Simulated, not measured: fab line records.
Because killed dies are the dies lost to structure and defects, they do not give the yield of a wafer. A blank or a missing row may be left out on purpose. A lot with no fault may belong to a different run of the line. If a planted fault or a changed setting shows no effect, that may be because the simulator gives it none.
Matching of chambers	flow n5 finfet	4 sister chambers for N5_BEOL_M14_ETCH_59 on rie diel-04
The step etches BARC in N2/H2, target depth 89 nm, overetch 26.7 nm, time 67.9 s. 20 wafers are shown with their chamber, then 10 later ones without.

## WAFERS WITH THEIR CHAMBER
wafer	chamber	showerhead plenum p Torr (Torr)	drypump motor current A (A)	throttle valve pct (%)
L074.3	2	2.52	5.3	18.47
L074.5	0	2.71	5.6	17.99
L074.6	2	2.52	5.3	18.44
L076.1	0	2.71	5.6	18.00
L076.4	3	2.46	6.0	17.36
L076.6	0	2.71	5.6	18.01
L075.2	0	2.71	5.6	18.01
L075.5	0	2.70	5.6	18.01
L075.6	3	2.46	6.1	17.37
L083.1	1	2.62	5.4	17.79
L083.3	2	2.51	5.3	18.00
L083.6	3	2.45	6.0	17.40
L084.1	1	2.61	5.5	17.81
L084.2	2	2.51	5.3	18.01
L084.5	2	2.51	5.3	18.03
L086.2	3	2.45	6.1	17.41
L086.4	0	2.69	5.6	18.07
L086.6	3	2.45	6.1	17.43
L088.1	2	2.51	5.3	18.02
L088.2	0	2.69	5.6	18.05

SIGNATURES (means of the wafers above)
reading	chamber 0	chamber 1	chamber 2	chamber 3	scatter within a chamber
showerhead plenum p Torr	2.7029	2.6150	2.5133	2.4540	0.00727
drypump motor current A	5.600	5.450	5.300	6.060	0.0326
throttle valve pct	18.0200	17.8000	18.1617	17.3940	0.129
Rule: a wafer's distance from a chamber is the root of the sum, over the readings, of the square of ((its reading less the chamber's mean) divided by the reading's scatter). The wafer belongs to the nearest chamber; if the next one is less than 2 further off, it can't be placed. The scatter: take each reading less its chamber's mean, square it, sum over the shown wafers, divide by the number of wafers less the number of chambers, and take the root.

## WAFERS MISSING THEIR CHAMBER
wafer	showerhead plenum p Torr (Torr)	drypump motor current A (A)	throttle valve pct (%)
L088.3	2.51	5.3	18.01
L090.2	2.61	5.5	17.46
L090.3	2.68	5.6	18.08
L090.5	2.50	5.3	18.04
L095.3	2.45	6.0	17.44
L095.5	2.60	5.4	17.45
L095.6	2.50	5.3	18.06
L096.2	2.49	5.3	18.09
L096.3	2.60	5.4	17.46
L096.5	2.60	5.5	17.46

## THE CHAMBER EACH PASSED THROUGH
wafer	from the rows above	in truth
L088.3	2	2
L090.2	1	1
L090.3	0	0
L090.5	2	2
L095.3	3	3
L095.5	1	1
L095.6	2	2
L096.2	2	2
L096.3	1	1
L096.5	1	1
Correctly placed: 10 of 10. Can't be placed from these rows: 0. Wrongly placed: 0.
